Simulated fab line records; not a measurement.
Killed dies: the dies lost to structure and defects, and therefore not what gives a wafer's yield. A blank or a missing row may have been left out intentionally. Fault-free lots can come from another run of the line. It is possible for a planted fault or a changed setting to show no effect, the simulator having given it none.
3 desks, one fault	flow n5Finfet	each desk holds nothing but its own numbers, with what lay behind them at the end

THE DEFECT DESK
Lot by lot, what the route's inspections counted, given as the mean of those sampled wafers with a number. The brackets show how far a lot's mean lies from the usual mean; more than 4 standard deviations puts the lot out of limits, marked OUT.
Columns: A = rawDefectCount at N5_BEOL_M1_INSPECT_30, usual 373
lot	first seen here	A
L578	day 7 13:11	342
L579	day 8 06:10	326
L581	day 8 06:23	433
L593	day 11 09:42	352
L591	day 11 15:41	451
This desk found nothing out of limits on any of the 5 lots.

AT THE TOOL OWNER'S DESK: rieDiel-01
The tool's own readings at N5_BEOL_M1_DESCUM_33 (chemistry O2, time 7 s): means of the sampled wafers that have a number, for each lot that ran on this tool. The brackets show how far a lot's mean lies from the usual mean; more than 4 standard deviations puts the lot out of limits, marked OUT.
Columns: A = drypumpMotorCurrentA at N5_BEOL_M1_DESCUM_33, usual 5.4 A; B = oesProductAu at N5_BEOL_M1_DESCUM_33, usual 0.75 a.u.; C = rfVppV at N5_BEOL_M1_DESCUM_33, usual 243.4 V; D = showerheadPlenumPTorr at N5_BEOL_M1_DESCUM_33, usual 2.11 Torr; E = throttleValvePct at N5_BEOL_M1_DESCUM_33, usual 20.62 %
lot	first seen here	A	B	C	D	E
L579	day 8 06:13	4.9	0.75	243.9	2.15	20.77
L581	day 8 06:37	5.2	0.72	243.7	2.11	20.62
L591	day 11 17:35	5.1	0.73	242.8	2.11	20.81
This desk found nothing out of limits on any of the 3 lots.

FROM THE METROLOGY DESK
What the gauges read for every lot (on any tool): the sampled wafers with a number, averaged. The brackets show how far a lot's mean lies from the usual mean; more than 4 standard deviations puts the lot out of limits, marked OUT. Readings shown: 7 of its 12, picked as those furthest out on some lot.
Columns: A = cdNm at N5_BEOL_M1_CD_MEAS_28, usual 24.08 nm; B = DIBL_N at N5_BEOL_M4_RC_MEAS_101, usual 36.3 mV/V; C = IOFF_P at N5_BEOL_M4_RC_MEAS_101, usual 0.21 nA/um; D = ION_N at N5_BEOL_M4_RC_MEAS_101, usual 675 uA/um; E = ION_P at N5_BEOL_M4_RC_MEAS_101, usual 464 uA/um; F = VT_N at N5_BEOL_M4_RC_MEAS_101, usual 250 mV; G = VT_P at N5_BEOL_M4_RC_MEAS_101, usual -250 mV
lot	first seen here	A	B	C	D	E	F	G
L578	day 7 13:05	24.12	38.4	0.22	690	469	249	-250
L579	day 8 06:05	23.98	38.7	0.26	683	471	247	-245
L581	day 8 06:17	24.28	34.7	0.19	654	450	253	-252
L593	day 11 09:37	24.17	37.1	0.22	667	461	251	-250
L591	day 11 15:36	24.33	36.0	0.22	668	459	250	-250
This desk found nothing out of limits on any of the 5 lots.

PUT TOGETHER
No out-of-limits result turned up at the defect desk.
Nothing out of limits was seen by the tool owner's desk.
At the metrology desk, nothing out of limits was observed.

WHAT THE SIMULATOR HAD INSERTED
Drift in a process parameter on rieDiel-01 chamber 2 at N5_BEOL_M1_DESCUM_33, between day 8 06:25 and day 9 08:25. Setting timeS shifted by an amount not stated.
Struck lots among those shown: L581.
